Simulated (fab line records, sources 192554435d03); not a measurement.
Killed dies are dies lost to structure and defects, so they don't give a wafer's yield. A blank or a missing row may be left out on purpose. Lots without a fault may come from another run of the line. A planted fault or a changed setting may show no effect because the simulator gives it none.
Chamber matching | flow n5_finfet | N5_GATE_CUT_CMP_23 on cmp-02: 4 sister chambers
The step polishes, stops on SiO2, t overpolish 23.4 s, target thk 16 nm. 8 wafers are shown with their chamber, then 7 later ones without.

WAFERS WITH THEIR CHAMBER
wafer  | chamber | motor_current_A (A) | time_to_endpoint_s (s)
L081.1 | 2       | 9.7                 | 17.9
L081.2 | 1       | 8.5                 | 17.0
L081.5 | 0       | 9.3                 | 19.8
L086.1 | 0       | 8.8                 | 18.8
L086.2 | 1       | 8.7                 | 17.1
L086.4 | 3       | 10.6                | 17.2
L087.1 | 2       | 9.7                 | 17.3
L087.2 | 3       | 10.3                | 15.4

WAFERS WITHOUT THEIR CHAMBER
wafer  | motor_current_A (A) | time_to_endpoint_s (s)
L087.6 | 9.0                 | 18.5
L088.2 | 9.2                 | 16.1
L088.5 | 8.8                 | 15.6
L088.6 | 8.6                 | 17.5
L091.1 | 9.4                 | 18.7
L091.3 | 9.2                 | 20.1
L091.4 | 10.6                | 20.4

WHICH CHAMBER EACH WENT THROUGH
wafer  | from the rows above          | in truth
L087.6 | can't be placed: 0 or 1      | 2
L088.2 | can't be placed: 1 or 2 or 0 | 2
L088.5 | 1                            | 1
L088.6 | 1                            | 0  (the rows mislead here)
L091.1 | can't be placed: 0 or 2      | 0
L091.3 | 0                            | 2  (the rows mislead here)
L091.4 | can't be placed: 3 or 2 or 0 | 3
Placed correctly: 1 of 7. Can't be placed from these rows: 4 (the true chamber is among the candidates in 3). Placed wrongly: 2.
How it was worked out, from the rows above alone: a wafer's distance from a chamber is the root of the sum, over the readings, of the square of ((its reading less the chamber's mean) divided by the reading's scatter). The wafer belongs to the nearest chamber; if the next one is less than 2 further off, it can't be placed. A chamber's mean is the mean of its shown wafers. The scatter: the root of (the sum of the squares of (reading less its chamber's mean) over the shown wafers, divided by (wafers less chambers)).
